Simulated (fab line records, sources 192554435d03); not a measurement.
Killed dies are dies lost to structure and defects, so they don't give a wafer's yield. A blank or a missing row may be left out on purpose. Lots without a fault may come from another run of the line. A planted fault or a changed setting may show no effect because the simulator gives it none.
Chamber matching | flow n5_finfet | N5_MOL_CONTACT_COAG_STRIP_96 on rie_diel-05: 4 sister chambers
The step strips in N2/H2. 4 wafers are shown with their chamber, then 10 later ones without.

WAFERS WITH THEIR CHAMBER
wafer  | chamber | drypump_motor_current_A (A)
L085.1 | 1       | 6.4
L085.3 | 3       | 4.9
L088.1 | 2       | 5.2
L088.3 | 0       | 5.9

WAFERS WITHOUT THEIR CHAMBER
wafer  | drypump_motor_current_A (A)
L088.6 | 5.2
L089.2 | 4.9
L089.5 | 6.0
L089.6 | 6.5
L092.2 | 6.4
L092.3 | 5.2
L092.5 | 4.9
L097.1 | 5.2
L097.2 | 4.9
L097.6 | 4.9

WHICH CHAMBER EACH WENT THROUGH
wafer  | from the rows above | in truth
L088.6 | 2                   | 2
L089.2 | 3                   | 3
L089.5 | 0                   | 0
L089.6 | 1                   | 1
L092.2 | 1                   | 1
L092.3 | 2                   | 2
L092.5 | 3                   | 3
L097.1 | 2                   | 2
L097.2 | 3                   | 3
L097.6 | 3                   | 3
Placed correctly: 10 of 10. Can't be placed from these rows: 0. Placed wrongly: 0.
How it was worked out, from the rows above alone: a wafer's distance from a chamber is the root of the sum, over the readings, of the square of ((its reading less the chamber's mean) divided by the reading's scatter). The wafer belongs to the nearest chamber; if the next one is less than 2 further off, it can't be placed. A chamber's mean is the mean of its shown wafers. The scatter: with one shown wafer a chamber, the root of the mean of the squares of how far each hidden wafer lies from its nearest shown one.
